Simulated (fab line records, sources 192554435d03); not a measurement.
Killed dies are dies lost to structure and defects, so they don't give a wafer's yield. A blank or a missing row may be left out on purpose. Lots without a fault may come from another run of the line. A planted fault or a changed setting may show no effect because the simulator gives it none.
fab line records | flow n5_finfet
record lots=7 wafers=21 last_day=18
route steps=1938 shown BEOL_M0_SAQP@635 BEOL_M0@716 BEOL_M4@1111 PASSIVATION@1936
lots that met no fault: from a run of the same line without faults
start_h: hours from the record's first day to the start of the lot's first wafer shown | wait_h: hours since the lot's step before | " the same as in the row above | L1.1+2: a row that stands for several wafers | - no value, or no start given | * or withheld: withheld | < > ~ a bound
route shown NAME@n: a module of which the file shows steps, and the number in the route of the first | usual: mean/standard deviation of fault-free wafers | same: alike in all rows | chamber/n: place in a boat | sites: the reading at each site | _std_site: their standard deviation | _edge_site: outer sites' mean less inner sites' | radius_mm: how far each site lies from the wafer's centre | mask NAME#n: copy n | behind: the tool/chamber that last shaped the wafer | hold: why the lot was held/for how many hours/how that ended | device: the transistor (n, p or np) that didn't switch | end of line: the same wafers' tests at the end of the route | a step without rows: its recipe alone | killed: dies lost to structure and defects at the first sort, not the wafer's yield | map: a wafer's dies, x killed, . not, _ none there
set.NAME: the setting as run; set.NAME@STEP: as run at that earlier step | model.NAME: the simulator's own value behind a step, which no gauge read
steps of the route over a sample of lots; a table a step, a row a wafer
services: from which hour (start_h, from the record's first day; less than 0 if before it) a tool's chamber was out of use, for how many hours, and why
## steps
# step N5_BEOL_M0_SAQP_PECVD_03
# recipe material=SiCN target_thk_a=120 temp_c=withheld precursor=3MS/NH3 pressure_torr=3 rf_w=202 time_s=21.1
# usual showerhead_plenum_p_Torr=3.662/0.013 throttle_valve_pct=9.0/0.59
# columns lot.wafer tool chamber start_h wait_h showerhead_plenum_p_Torr throttle_valve_pct
L132.3 pecvd-03 0 106.17 0.1 3.671 8.9
L132.4 " 0 " " 3.655 8.8
L132.6 " 2 " " 3.648 8.4
L134.1 pecvd-04 0 116.12 0.1 3.664 8.8
L134.4 " 1 " " 3.665 10.0
L134.6 " 2 " " 3.673 8.4
L139.1 pecvd-01 0 158.20 0.1 3.642 9.6
L139.2 " 1 " " 3.684 9.2
L139.5 " 1 " " 3.679 9.5
L140.2 pecvd-03 2 158.97 0.1 3.649 8.2
L140.5 " 1 " " 3.659 9.6
L140.6 " 0 " " 3.672 8.8
L141.2 pecvd-03 2 162.42 0.1 3.645 8.4
L141.3 " 1 " " 3.669 9.8
L141.4 " 1 " " 3.669 9.7
L147.2 pecvd-04 1 194.62 0.1 3.678 10.0
L147.4 " 2 " " 3.668 8.1
L147.6 " 0 " " 3.657 8.7
L149.1 pecvd-01 1 205.27 0.1 3.666 9.4
L149.2 " 0 " " 3.640 9.4
L149.4 " 1 " " 3.669 9.3
# step N5_BEOL_M0_SAQP_OVL_MEAS_41
# recipe points_per_wafer=522
# usual M0_CUT1_OVL=-0.3/0.66
# columns lot.wafer tool chamber start_h wait_h M0_CUT1_OVL[nm]
L132.3 overlay-02 0 110.71 0.0 -0.9
L132.4 " 0 " " -0.2
L132.6 " 0 " " -0.4
L134.1 overlay-02 0 121.13 0.0 -0.9
L134.4 " 0 " " -0.5
L134.6 " 0 " " -0.3
L139.1 overlay-01 0 162.79 0.0 -0.9
L139.2 " 0 " " -1.8
L139.5 " 0 " " 0.1
L140.2 overlay-01 0 164.02 0.0 0.2
L140.5 " 0 " " -1.6
L140.6 " 0 " " -0.4
L141.2 overlay-01 0 167.07 0.0 0.2
L141.3 " 0 " " 0.2
L141.4 " 0 " " -0.2
L147.2 overlay-01 0 199.35 0.0 -0.3
L147.4 " 0 " " -0.2
L147.6 " 0 " " -0.3
L149.1 overlay-01 0 210.62 0.0 0.1
L149.2 " 0 " " -0.1
L149.4 " 0 " " 0.4
# step N5_BEOL_M0_SAQP_STRIP_75
# recipe chemistry=CF4 resist=SiARC power_w=300 bias_power_w=75 pressure_mtorr=50 cf4_flow_sccm=150 rf_frequency_hz=6e+07
# usual chamber_pressure_mTorr=50.00/0.046 drypump_motor_current_A=5.7/0.39 oes_product_au=0.187/0.02 rf_vpp_V=271.7/1.5 showerhead_plenum_p_Torr=1.81/0.059 throttle_valve_pct=13.47/0.25
# columns lot.wafer tool chamber start_h wait_h chamber_pressure_mTorr drypump_motor_current_A oes_product_au rf_hours_counter_h rf_vpp_V showerhead_plenum_p_Torr throttle_valve_pct
L132.3 rie_diel-03 1 111.90 0.1 50.06 5.8 0.162 202 272.2 1.84 13.98
L132.4 " 0 " " 50.02 6.2 0.189 99 271.4 1.81 13.19
L132.6 " 0 " " 49.97 6.1 0.194 - 271.4 1.81 13.22
L134.1 rie_diel-03 2 122.13 0.1 50.00 6.3 0.203 47 273.8 1.89 13.29
L134.4 " 0 " " 49.97 6.1 0.193 101 273.2 1.81 13.23
L134.6 " 0 " " 50.04 6.1 0.180 - 271.5 1.81 13.21
L139.1 rie_diel-03 2 164.17 0.1 49.95 6.2 0.201 54 272.8 1.89 13.29
L139.2 " 3 " " 50.04 5.2 0.218 24 274.1 1.90 13.36
L139.5 " 3 " " 50.04 5.2 0.208 - 274.6 1.90 13.37
L140.2 rie_diel-03 3 165.07 0.1 50.02 5.2 0.212 24 273.3 1.90 13.37
L140.5 " 3 " " 49.95 5.2 0.215 - 273.0 1.90 13.38
L140.6 " 0 " " 49.99 6.1 0.181 - 272.5 1.80 13.26
L141.2 rie_diel-03 3 168.06 0.1 50.08 5.1 0.209 25 272.4 1.90 13.37
L141.3 " 0 " " 50.00 6.2 0.185 110 272.1 1.80 13.27
L141.4 " 1 " " 50.00 5.7 0.162 - 273.6 1.83 13.99
L147.2 rie_diel-06 2 200.35 0.1 49.98 5.2 0.202 23 271.3 1.83 13.13
L147.4 " 0 " " 49.98 6.2 0.184 87 272.1 1.80 13.35
L147.6 " 2 " " 49.94 5.2 0.206 - 271.7 1.83 13.15
L149.1 rie_diel-02 0 211.62 0.1 49.99 5.8 0.159 244 271.9 1.77 13.89
L149.2 " 2 " " 49.98 5.7 0.176 142 267.8 1.65 13.52
L149.4 " 3 " " 50.00 5.8 0.168 - 272.8 1.84 13.49
# step N5_BEOL_M0_HM_OPEN_105
# recipe chemistry=Cl2/BCl3 target_depth_a=120 target=TiN ion_energy_ev=150 pressure_mtorr=10 icp_w=1000 bias_w=126 Cl2_flow_sccm=53.25 bcl3_flow_sccm=21.75 Ar_flow_sccm=25
# usual chamber_pressure_mTorr=10.001/0.0085 drypump_motor_current_A=5.8/0.36 he_backside_leak_sccm=3.46/0.2 oes_product_au=0.75/0.1 throttle_valve_pct=21.96/0.28
# columns lot.wafer tool chamber start_h wait_h chamber_pressure_mTorr drypump_motor_current_A he_backside_leak_sccm oes_product_au rf_hours_counter_h throttle_valve_pct
L132.3 rie_metal-01 0 115.65 3.0 9.987 5.0 3.24 0.83 - 21.81
L132.4 " 1 " " 10.003 5.9 3.68 0.61 - 22.09
L132.6 " 0 " " 10.003 5.0 3.22 0.83 - 21.79
L134.1 rie_metal-03 0 124.38 1.5 10.007 5.7 3.42 0.82 38 21.57
L134.4 " 0 " " 10.006 5.7 3.43 0.82 - 21.57
L134.6 " 1 " " 10.020 5.6 3.23 0.76 - 21.93
L139.1 rie_metal-01 1 168.87 4.1 9.990 5.9 3.73 0.61 126 22.07
L139.2 " 0 " " 10.017 5.0 3.27 0.83 34 21.79
L139.5 " 0 " " 10.009 5.0 3.02 0.82 - 21.79
L141.2 rie_metal-02 0 169.15 0.5 9.988 6.1 3.44 0.70 72 22.42
L141.3 " 1 " " 9.998 6.0 3.66 0.41 - 22.53
L141.4 " 0 " " 9.993 6.1 3.59 0.46 - 22.89
L140.2 rie_metal-03 0 170.02 4.2 10.004 5.8 3.34 0.80 40 21.59
L140.5 " 0 " " 10.008 5.7 3.36 0.81 - 21.58
L140.6 " 1 " " 10.003 5.6 3.41 0.75 - 21.95
L147.2 rie_metal-01 0 203.79 2.7 10.010 5.0 3.30 0.82 36 21.80
L147.4 " 1 " " 9.998 5.9 3.68 0.60 - 22.11
L147.6 " 0 " " 9.995 5.0 3.30 0.82 - 21.81
L149.1 rie_metal-02 1 212.28 0.1 10.006 6.0 3.64 0.62 123 22.07
L149.2 " 1 " " 10.009 6.0 3.42 0.61 - 22.05
L149.4 " 1 " " 9.999 6.1 3.56 0.63 - 22.05
# step N5_BEOL_M0_ETCH_128
# recipe chemistry=CF4/N2 target_depth_a=120 overetch_a=51 target=SiCN time_s=21.4 ion_energy_ev=150 pressure_mtorr=40 source_w=430 bias_w=70 Ar_flow_sccm=100 cf4_flow_sccm=60 n2_flow_sccm=60
# usual chamber_pressure_mTorr=40.00/0.041 drypump_motor_current_A=5.6/0.53 n2_flow_sccm=60.01/0.18 oes_product_au=0.53/0.052 rf_vpp_V=382.2/1.5 showerhead_plenum_p_Torr=2.21/0.05 throttle_valve_pct=15.28/0.16
# columns lot.wafer tool chamber start_h wait_h chamber_pressure_mTorr drypump_motor_current_A n2_flow_sccm oes_product_au rf_hours_counter_h rf_vpp_V showerhead_plenum_p_Torr throttle_valve_pct
L132.3 rie_diel-04 2 115.92 0.0 40.03 4.9 60.01 0.52 122 384.0 2.22 15.04
L132.4 " 0 " " 40.04 5.7 59.94 0.47 211 381.1 2.19 15.41
L132.6 " 0 " " 39.98 5.7 60.04 0.47 - 382.1 2.19 15.42
L134.1 rie_diel-04 0 124.69 0.0 39.96 5.7 59.73 0.47 213 380.7 2.19 15.42
L134.4 " 2 " " 39.98 4.9 60.12 0.52 124 383.0 2.22 15.05
L134.6 " 2 " " 40.00 4.9 60.04 0.54 - 383.1 2.22 15.04
L139.1 rie_diel-05 3 169.22 0.0 39.92 5.3 59.96 0.64 13 380.6 2.17 15.14
L139.2 " 1 " " 39.96 6.4 60.00 0.58 31 380.6 2.18 15.07
L139.5 " 0 " " 39.98 5.3 60.04 0.54 - 382.9 2.23 15.32
L141.2 rie_diel-01 0 169.59 0.1 40.07 5.5 59.97 0.48 186 382.9 2.21 15.53
L141.3 " 3 " " 40.04 5.6 59.85 0.40 54 380.2 2.16 15.07
L141.4 " 1 " " 40.01 5.1 60.18 0.36 154 384.6 2.30 15.36
L140.2 rie_diel-05 3 170.38 0.0 39.96 5.2 59.66 0.64 13 382.3 2.17 15.14
L140.5 " 3 " " 40.04 5.3 60.10 0.65 - 379.3 2.17 15.16
L140.6 " 0 " " 40.02 5.2 59.99 0.54 - 383.5 2.23 15.33
L147.2 rie_diel-05 0 204.15 0.0 39.98 5.3 60.29 0.53 105 383.1 2.23 15.36
L147.4 " 2 " " 40.01 5.4 59.79 0.52 142 382.6 2.22 15.17
L147.6 " 3 " " 40.02 5.2 59.87 0.64 - 379.2 2.17 15.17
L149.1 rie_diel-05 2 213.24 0.2 39.98 5.4 60.02 0.51 146 382.7 2.22 15.17
L149.2 " 0 " " 39.95 5.3 60.16 0.52 108 384.3 2.23 15.34
L149.4 " 1 " " 39.96 6.4 59.77 0.58 43 382.7 2.17 15.10
# step N5_BEOL_M0_OCD_MEAS_108
# usual trench_depth_nm=32.5/0.66
# columns lot.wafer tool chamber start_h wait_h trench_depth_nm
L132.3 ocd-02 - 116.06 0.1 31.9
L132.4 " - " " 32.6
L132.6 " - " " 32.9
L134.1 ocd-01 - 124.84 0.1 32.8
L134.4 " - " " 31.3
L134.6 " - " " 31.1
L139.1 ocd-01 - 169.36 0.1 31.7
L139.2 " - " " 32.1
L139.5 " - " " 32.4
L141.2 ocd-01 - 169.74 0.1 32.7
L141.3 " - " " 14.0
L141.4 " - " " 14.1
L140.2 ocd-01 - 170.52 0.1 31.5
L140.5 " - " " 32.1
L140.6 " - " " 32.3
L147.2 ocd-02 - 204.29 0.1 33.0
L147.4 " - " " 34.0
L147.6 " - " " 33.2
L149.1 ocd-01 - 213.39 0.1 32.9
L149.2 " - " " 32.5
L149.4 " - " " 32.0
# step N5_BEOL_M0_DEGAS_112
# recipe ambient=vacuum temp_c=250 time_s=60
# usual heater_power_w=331/33
# columns lot.wafer tool chamber start_h wait_h heater_power_w
L132.3 pvd_sputter-03 - 116.34 0.0 300
L132.4 " - " " 293
L132.6 " - " " 302
L134.1 pvd_sputter-01 - 126.02 0.9 327
L134.4 " - " " 340
L134.6 " - " " 320
L139.1 pvd_sputter-02 - 169.83 0.0 318
L139.2 " - " " 411
L139.5 " - " " 408
L141.2 pvd_sputter-02 - 170.04 0.1 388
L141.3 " - " " 318
L141.4 " - " " 306
L140.2 pvd_sputter-02 - 171.52 0.7 412
L140.5 " - " " 393
L140.6 " - " " 405
L147.2 pvd_sputter-03 - 204.76 0.2 326
L147.4 " - " " 291
L147.6 " - " " 321
L149.1 pvd_sputter-03 - 214.13 0.4 296
L149.2 " - " " 298
L149.4 " - " " 317
# step N5_BEOL_M4_RC_MEAS_101
# usual DIBL_N=37.1/2.6 DIBL_P=38/3 IOFF_N=0.18/0.052 IOFF_P=0.25/0.06 ION_N=678/15 ION_P=467/8.6 SS_N=71.7/0.73 SS_P=73.7/0.89 VT_N=249/4.3 VT_P=-248/3.8
# columns lot.wafer tool chamber start_h wait_h DIBL_N[mV/V] DIBL_P[mV/V] IOFF_N[nA/um] IOFF_P[nA/um] ION_N[uA/um] ION_P[uA/um] SS_N[mV/dec] SS_P[mV/dec] VT_N[mV] VT_P[mV]
L132.3 prober-01 0 231.10 0.3 33.4 34 0.13 0.20 648 455 72.0 72.2 254 -247
L132.4 " 0 " " 32.1 32 0.12 0.16 659 458 70.9 71.6 253 -252
L132.6 " 0 " " 32.3 33 0.10 0.17 648 454 70.4 71.5 260 -251
L134.1 prober-02 0 245.30 0.0 36.0 34 0.14 0.20 676 465 71.2 72.9 248 -250
L134.4 " 0 " " 36.3 36 0.17 0.24 692 472 71.6 73.4 244 -246
L134.6 " 0 " " 36.3 35 0.15 0.24 691 474 71.2 72.7 249 -248
L139.1 prober-02 0 265.89 0.1 37.1 39 0.18 0.24 674 463 72.0 74.2 250 -248
L139.2 " 0 " " 38.0 41 0.21 0.29 686 476 71.8 74.3 249 -247
L139.5 " 0 " " 34.7 37 0.14 0.21 667 463 70.5 73.3 252 -247
L141.2 prober-01 0 283.45 0.2 39.6 41 0.20 0.31 679 463 72.1 75.1 250 -246
L141.3 " 0 " " 37.3 38 0.16 0.21 690 469 71.5 73.7 252 -249
L141.4 " 0 " " 39.5 40 0.21 0.27 693 471 72.2 73.5 245 -247
L140.2 prober-02 0 285.15 0.2 40.1 41 0.23 0.33 688 477 71.7 74.0 246 -242
L140.5 " 0 " " 41.5 40 0.26 0.32 700 475 73.2 74.5 243 -243
L140.6 " 0 " " 40.5 39 0.26 0.30 686 470 71.8 74.3 242 -246
L147.2 prober-01 0 317.31 0.2 34.6 36 0.12 0.22 669 471 71.3 73.4 256 -249
L147.4 " 0 " " 38.4 38 0.18 0.24 671 469 71.9 73.8 250 -248
L147.6 " 0 " " 40.5 41 0.23 0.32 693 476 72.6 74.8 246 -243
L149.1 prober-02 0 326.89 0.0 36.8 38 0.15 0.25 675 469 71.2 73.1 253 -245
L149.2 " 0 " " 37.6 39 0.18 0.29 680 478 71.5 73.6 247 -245
L149.4 " 0 " " 42.1 43 0.30 0.40 712 482 72.6 75.5 241 -240
# step N5_PASSIVATION_PROBE_49
# usual defect_limited_yield=91.4/1.4 killed_at_M0_to_M3=34/9.1 killed_at_M4_up=14/5.2 killed_at_contacts=12/6.4 killed_at_front_end=38/11 killed_at_other=3.7/2.8 killed_dies=102/17 killed_on_rim=14/3.9 killed_open=68/13 killed_short=32/7.8 sort_bin_4_leakage=0.05/0.3 sort_bin_5_function=5.1/1 sort_bin_6_memory=3.2/0.66 sort_n_pass=1076/19 sort_yield_pct=91.2/1.6
# same gross_dies=1180 killed_at_back_side=0 sort_bin_8_speed[%]=0
# columns lot.wafer tool chamber start_h wait_h defect_limited_yield[%] killed_at_M0_to_M3 killed_at_M4_up killed_at_contacts killed_at_front_end killed_at_other killed_dies killed_on_rim killed_open killed_short sort_bin_4_leakage[%] sort_bin_5_function[%] sort_bin_6_memory[%] sort_n_pass sort_yield_pct[%]
L132.3 prober-01 - 337.17 0.1 91.1 46 10 9 38 2 105 18 73 31 0 6.0 2.7 1075 91.1
L132.4 prober-01 - 337.22 0.2 91.6 25 19 9 39 7 99 12 65 32 0 5.3 2.8 1081 91.6
L132.6 prober-01 - 337.32 0.3 92.5 37 12 12 26 2 89 13 65 24 0 4.6 2.8 1091 92.5
L134.1 prober-01 - 350.21 0.0 92.1 36 11 8 36 2 93 13 46 44 0 5.0 2.7 1087 92.1
L134.4 prober-01 - 350.36 0.2 92.1 32 8 11 39 3 93 10 55 37 0 5.4 2.1 1087 92.1
L134.6 prober-01 - 350.46 0.3 94.1 26 5 5 31 3 70 10 42 25 0 3.6 2.2 1110 94.1
L139.1 prober-02 - 369.52 0.0 93.0 31 12 12 28 0 83 8 56 24 0 3.2 3.7 1097 93.0
L139.2 prober-02 - 369.57 0.1 92.0 25 20 6 42 1 94 10 66 25 0 5.2 2.6 1086 92.0
L139.5 prober-02 - 369.72 0.2 93.9 32 10 11 19 0 72 12 54 17 0 3.7 2.3 1108 93.9
L140.2 prober-02 - 392.30 0.1 87.8 33 24 40 43 4 144 25 102 42 0 8.3 3.6 1036 87.8
L140.5 prober-02 - 392.45 0.2 91.6 42 11 10 32 4 99 16 67 28 0 4.8 3.1 1081 91.6
L140.6 prober-02 - 392.50 0.3 91.5 19 22 20 37 2 100 11 70 30 0 5.8 2.6 1080 91.5
L141.2 prober-02 - 394.27 0.1 91.9 29 15 12 35 5 96 12 59 35 0 4.3 3.5 1084 91.9
L141.3 prober-02 - 394.32 0.1 52.6 492 18 16 31 2 559 86 63 27 0 35.8 3.2 621 52.6
L141.4 prober-02 - 394.37 0.2 51.0 503 18 9 45 3 578 87 83 34 0 37.9 3.8 602 51.0
L147.2 prober-02 - 422.47 0.1 91.4 28 11 20 40 2 101 17 70 30 0 5.3 2.8 1079 91.4
L147.4 prober-02 - 422.57 0.2 93.9 18 8 25 18 3 72 16 49 22 0 3.7 2.3 1108 93.9
L147.6 prober-02 - 422.67 0.3 90.4 33 13 21 43 3 113 16 78 32 0 6.6 2.7 1067 90.4
L149.1 prober-01 - 436.11 0.0 91.9 35 14 0 45 2 96 8 69 27 0 5.1 2.9 1084 91.9
L149.2 prober-01 - 436.16 0.1 90.8 33 12 8 53 2 108 16 74 34 0 5.3 3.6 1072 90.8
L149.4 prober-01 - 436.26 0.2 92.3 25 12 12 41 1 91 10 68 23 0.34 4.3 3.1 1085 91.9
# killed by level:class
L132.3 BEOL_M2:geometric_particle:open=13 DUMMY_GATE:geometric_particle:open=10 BEOL_M3:geometric_particle:open=9 BEOL_M0_SAQP:geometric_particle:short=9 BEOL_M0_SAQP:geometric_particle:open=8 MOL_CONTACT_COAG:geometric_particle:open=7 FIN_SAQP:geometric_particle:short=5 DUMMY_GATE:geometric_particle:short=4
L132.4 FIN_SAQP:geometric_particle:short=10 BEOL_M4:geometric_particle:open=9 DUMMY_GATE:geometric_particle:open=8 MOL_CONTACT_COAG:geometric_particle:open=7 BEOL_M0_SAQP:geometric_particle:open=7 FIN_SAQP:geometric_particle:open=6 BEOL_M2:geometric_particle:open=4 BEOL_M3:geometric_particle:open=4
L132.6 BEOL_M2:geometric_particle:open=15 MOL_CONTACT_COAG:geometric_particle:open=11 BEOL_M4:geometric_particle:open=7 BEOL_M0_SAQP:geometric_particle:short=5 BEOL_M3:geometric_particle:open=5 STARTING-WAFER:geometric_particle:short=5 DUMMY_GATE:geometric_particle:open=4 BEOL_M0_SAQP:geometric_particle:open=4
L134.1 BEOL_M0_SAQP:geometric_particle:short=11 MOL_CONTACT_COAG:geometric_particle:open=7 BEOL_M1:geometric_particle:open=7 BEOL_M1:geometric_particle:short=6 BEOL_M2:geometric_particle:open=6 FIN_SAQP:geometric_particle:short=5 GATE_CUT:geometric_particle:short=5 FIN_SAQP:geometric_particle:open=4
L134.4 BEOL_M1:geometric_particle:open=13 GATE_CUT:geometric_particle:short=11 FIN_SAQP:geometric_particle:open=9 FIN_SAQP:geometric_particle:short=9 MOL_CONTACT_COAG:geometric_particle:open=8 BEOL_M0_SAQP:geometric_particle:short=7 BEOL_M0_SAQP:geometric_particle:open=6 GATE_CUT:geometric_particle:open=4
L134.6 GATE_CUT:geometric_particle:short=8 BEOL_M0_SAQP:geometric_particle:open=6 FIN_SAQP:geometric_particle:short=5 BEOL_M0_SAQP:geometric_particle:short=5 STI_FIN_REVEAL:geometric_particle:open=4 MOL_CONTACT_COAG:geometric_particle:open=4 BEOL_M1:geometric_particle:open=4 BEOL_M2:geometric_particle:open=4
L139.1 MOL_CONTACT_COAG:geometric_particle:open=11 STI_FIN_REVEAL:geometric_particle:open=8 BEOL_M3:geometric_particle:open=8 BEOL_M2:geometric_particle:open=7 BEOL_M0_SAQP:geometric_particle:short=5 BEOL_M1:geometric_particle:short=4 BEOL_M4:geometric_particle:open=4 SPACER0:geometric_particle:short=3
L139.2 STI_FIN_REVEAL:geometric_particle:open=18 FIN_SAQP:geometric_particle:short=7 BEOL_M5:geometric_particle:open=7 BEOL_M0_SAQP:geometric_particle:open=6 BEOL_M2:geometric_particle:open=5 GATE_CUT:geometric_particle:short=5 DUMMY_GATE:geometric_particle:open=5 MOL_CONTACT_COAG:geometric_particle:open=5
L139.5 BEOL_M0_SAQP:geometric_particle:open=11 MOL_CONTACT_COAG:geometric_particle:open=10 BEOL_M0_SAQP:geometric_particle:short=8 STI_FIN_REVEAL:geometric_particle:open=6 BEOL_M2:geometric_particle:open=6 BEOL_M5:geometric_particle:open=5 BEOL_M3:geometric_particle:open=4 BEOL_M6:geometric_particle:open=3
L140.2 MOL_CONTACT_COAG:geometric_particle:open=34 FIN_SAQP:geometric_particle:open=15 BEOL_M4:geometric_particle:open=14 BEOL_M0_SAQP:geometric_particle:open=8 GATE_CUT:geometric_particle:short=7 BEOL_M3:geometric_particle:open=7 FIN_SAQP:geometric_particle:short=6 BEOL_M0_SAQP:geometric_particle:short=6
L140.5 BEOL_M2:geometric_particle:open=13 BEOL_M3:geometric_particle:open=11 MOL_CONTACT_COAG:geometric_particle:open=8 DUMMY_GATE:geometric_particle:open=7 BEOL_M0_SAQP:geometric_particle:short=6 BEOL_M4:geometric_particle:open=5 GATE_CUT:geometric_particle:short=4 BEOL_M0_SAQP:geometric_particle:open=4
L140.6 FIN_SAQP:geometric_particle:open=17 MOL_CONTACT_COAG:geometric_particle:open=14 BEOL_M4:geometric_particle:open=10 MOL_CONTACT_COAG:geometric_particle:short=6 BEOL_M3:geometric_particle:open=6 GATE_CUT:geometric_particle:short=4 FIN_SAQP:geometric_particle:short=3 DUMMY_GATE:geometric_particle:open=3
L141.2 FIN_SAQP:geometric_particle:open=10 MOL_CONTACT_COAG:geometric_particle:open=7 BEOL_M0_SAQP:geometric_particle:short=7 BEOL_M1:geometric_particle:open=7 FIN_SAQP:geometric_particle:short=5 MOL_CONTACT_COAG:geometric_particle:short=5 BEOL_M0_SAQP:geometric_particle:open=5 BEOL_M4:geometric_particle:open=5
L141.3 BEOL_M0:area_etch=376 BEOL_M0_SAQP:area_pecvd=93 MOL_CONTACT_COAG:geometric_particle:open=15 FIN_SAQP:geometric_particle:short=14 FIN_SAQP:geometric_particle:open=6 BEOL_M0_SAQP:geometric_particle:open=6 BEOL_M4:geometric_particle:open=6 BEOL_M1:geometric_particle:open=5
L141.4 BEOL_M0:area_etch=375 BEOL_M0_SAQP:area_pecvd=86 FIN_SAQP:geometric_particle:open=15 BEOL_M4:geometric_particle:open=11 BEOL_M3:geometric_particle:open=9 FIN_SAQP:geometric_particle:short=8 BEOL_M0_SAQP:geometric_particle:short=7 BEOL_M1:geometric_particle:open=7
L147.2 MOL_CONTACT_COAG:geometric_particle:open=17 STI_FIN_REVEAL:geometric_particle:open=14 BEOL_M1:geometric_particle:short=7 BEOL_M2:geometric_particle:open=6 BEOL_M4:geometric_particle:open=6 DUMMY_GATE:geometric_particle:open=5 BEOL_M0_SAQP:geometric_particle:short=4 STARTING-WAFER:geometric_particle:open=4
L147.4 MOL_CONTACT_COAG:geometric_particle:open=18 STI_FIN_REVEAL:geometric_particle:open=7 MOL_CONTACT_COAG:geometric_particle:short=7 BEOL_M0_SAQP:geometric_particle:open=6 BEOL_M1:geometric_particle:open=3 BEOL_M3:geometric_particle:short=3 SPACER0:geometric_particle:short=2 ILD0:geometric_particle:short=2
L147.6 STI_FIN_REVEAL:geometric_particle:open=21 MOL_CONTACT_COAG:geometric_particle:open=18 BEOL_M0_SAQP:geometric_particle:short=11 BEOL_M2:geometric_particle:open=6 BEOL_M0_SAQP:geometric_particle:open=5 FIN_SAQP:geometric_particle:open=3 STI_FIN_REVEAL:geometric_particle:short=3 DUMMY_GATE:geometric_particle:open=3
L149.1 BEOL_M3:geometric_particle:open=13 FIN_SAQP:geometric_particle:open=12 FIN_SAQP:geometric_particle:short=8 DUMMY_GATE:geometric_particle:open=8 BEOL_M1:geometric_particle:open=8 STI_FIN_REVEAL:geometric_particle:open=5 BEOL_M2:geometric_particle:open=5 BEOL_M4:geometric_particle:open=5
L149.2 FIN_SAQP:geometric_particle:open=14 FIN_SAQP:geometric_particle:short=11 STI_FIN_REVEAL:geometric_particle:open=10 BEOL_M1:geometric_particle:open=8 MOL_CONTACT_COAG:geometric_particle:open=7 BEOL_M0_SAQP:geometric_particle:short=7 BEOL_M5:geometric_particle:open=6 BEOL_M3:geometric_particle:open=5
L149.4 BEOL_M3:geometric_particle:open=12 FIN_SAQP:geometric_particle:open=10 STI_FIN_REVEAL:geometric_particle:open=9 MOL_CONTACT_COAG:geometric_particle:open=9 BEOL_M2:geometric_particle:open=6 DUMMY_GATE:geometric_particle:open=5 FIN_SAQP:geometric_particle:short=4 GATE_CUT:geometric_particle:short=4
## services
# columns tool chamber start_h hours kind
pvd_sputter-02 - 86.23 5.7 repair
rie_metal-03 - 87.47 0.3 repair
pecvd-01 0 99.05 20.3 repair
rie_metal-03 - 100.78 2.8 pm
pvd_sputter-01 - 102.01 15.5 repair
rie_metal-01 - 104.04 2.8 pm
rie_diel-06 - 105.21 0.6 repair
pvd_sputter-03 - 106.97 1.1 repair
rie_diel-01 1 110.94 3.2 repair
pvd_sputter-02 - 118.55 0.5 repair
rie_diel-01 - 123.84 1.0 repair
rie_diel-02 1 124.87 2.3 repair
pecvd-04 - 127.98 6.0 pm
rie_diel-04 0 130.04 8.7 repair
pvd_sputter-03 - 135.19 3.9 repair
pecvd-04 2 142.11 4.0 repair
rie_metal-03 - 147.94 3.5 repair
pvd_sputter-03 - 175.65 1.1 repair
rie_diel-05 - 177.06 2.8 pm
pvd_sputter-02 - 184.70 1.4 repair
rie_diel-05 - 188.93 0.2 repair
rie_metal-02 0 195.10 26.1 repair
rie_diel-04 3 206.48 9.8 repair
rie_diel-05 - 208.65 0.6 repair
## key
first_sign step=N5_BEOL_M0_HM_OPEN_105 reading=oes_product_au direction=down sigmas=3 usual=0.75 struck=0.43
effect step=N5_BEOL_M0_ETCH_128 reading=oes_product_au direction=down sigmas=3 usual=0.53 struck=0.38
effect step=N5_BEOL_M0_OCD_MEAS_108 reading=trench_depth_nm direction=down sigmas=28 usual=32.5 struck=14.0
effect step=N5_PASSIVATION_PROBE_49 reading=killed_at_M0_to_M3 direction=up sigmas=51 usual=34 struck=498
more_kills_born_at N5_BEOL_M0_ETCH_138@rie_diel-04=751 N5_BEOL_M0_SAQP_PECVD_03@pecvd-03=179
met_at N5_BEOL_M0_SAQP_PECVD_03
struck_lots L141
struck_wafers L141.3,L141.4
not_acting_at N5_BEOL_M0_SAQP_OVL_MEAS_41,N5_BEOL_M0_SAQP_STRIP_75,N5_BEOL_M0_DEGAS_112
onset_between 158.97 162.42
fault kind=site_profile_drift tool=pecvd-03 chamber=1 onset_h=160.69 steps=N5_BEOL_M0_SAQP_PECVD_03 basis=fraction max_abs_drift=0.4885 slope_share_per_hr=108.56 site_pattern=0,0,0,0,0,-1,-1,-1,-1
